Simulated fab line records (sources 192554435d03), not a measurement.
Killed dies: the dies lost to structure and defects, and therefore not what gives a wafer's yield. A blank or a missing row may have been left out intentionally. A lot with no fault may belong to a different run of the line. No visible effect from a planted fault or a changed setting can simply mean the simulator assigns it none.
Chamber matching + flow n5Finfet + N5_BEOL_M0_SAQP_PECVD_04 on pecvd-04 has 3 sister chambers
The step deposits a-Si from SiH4/He, target thk 60 nm, time 60.2 s. 6 wafers are shown with their chamber, then 7 later ones without.

WAFERS WITH THEIR CHAMBER
| wafer  | chamber | showerheadPlenumPTorr (Torr) | throttleValvePct (%) |
|--------|---------|------------------------------|----------------------|
| L087.3 | 1       | 5.63                         | 17.3                 |
| L088.1 | 2       | 5.59                         | 17.7                 |
| L088.4 | 1       | 5.62                         | 17.4                 |
| L088.5 | 0       | 5.69                         | 18.2                 |
| L089.2 | 2       | 5.58                         | 17.5                 |
| L089.3 | 0       | 5.67                         | 18.3                 |

WAFERS WITH NO CHAMBER GIVEN
| wafer  | showerheadPlenumPTorr (Torr) | throttleValvePct (%) |
|--------|------------------------------|----------------------|
| L089.6 | 5.64                         | 17.5                 |
| L094.1 | 5.62                         | 17.4                 |
| L094.4 | 5.68                         | 18.5                 |
| L094.5 | 5.59                         | 17.8                 |
| L095.2 | 5.63                         | 17.5                 |
| L095.4 | 5.63                         | 17.5                 |
| L095.6 | 5.58                         | 17.4                 |

EACH ONE'S CHAMBER
| wafer  | from the rows above | in truth |
|--------|---------------------|----------|
| L089.6 | 1                   | 1        |
| L094.1 | 1                   | 1        |
| L094.4 | 0                   | 0        |
| L094.5 | 2                   | 2        |
| L095.2 | 1                   | 1        |
| L095.4 | 1                   | 1        |
| L095.6 | 2                   | 2        |
Correctly placed: 7 of 7. From these rows, 0 cannot be placed. Number placed wrongly: 0.
How it was worked out, from the rows above alone: a wafer's distance from a chamber is the root of the sum, over the readings, of the square of ((its reading less the chamber's mean) divided by the reading's scatter). The wafer belongs to the nearest chamber; if the next one is less than 2 further off, it can't be placed. The mean given for a chamber averages the wafers shown for that chamber. How the scatter is found: for the shown wafers, subtract from each reading the mean of its chamber, square and add these, divide the total by (wafers less chambers), then take the root.
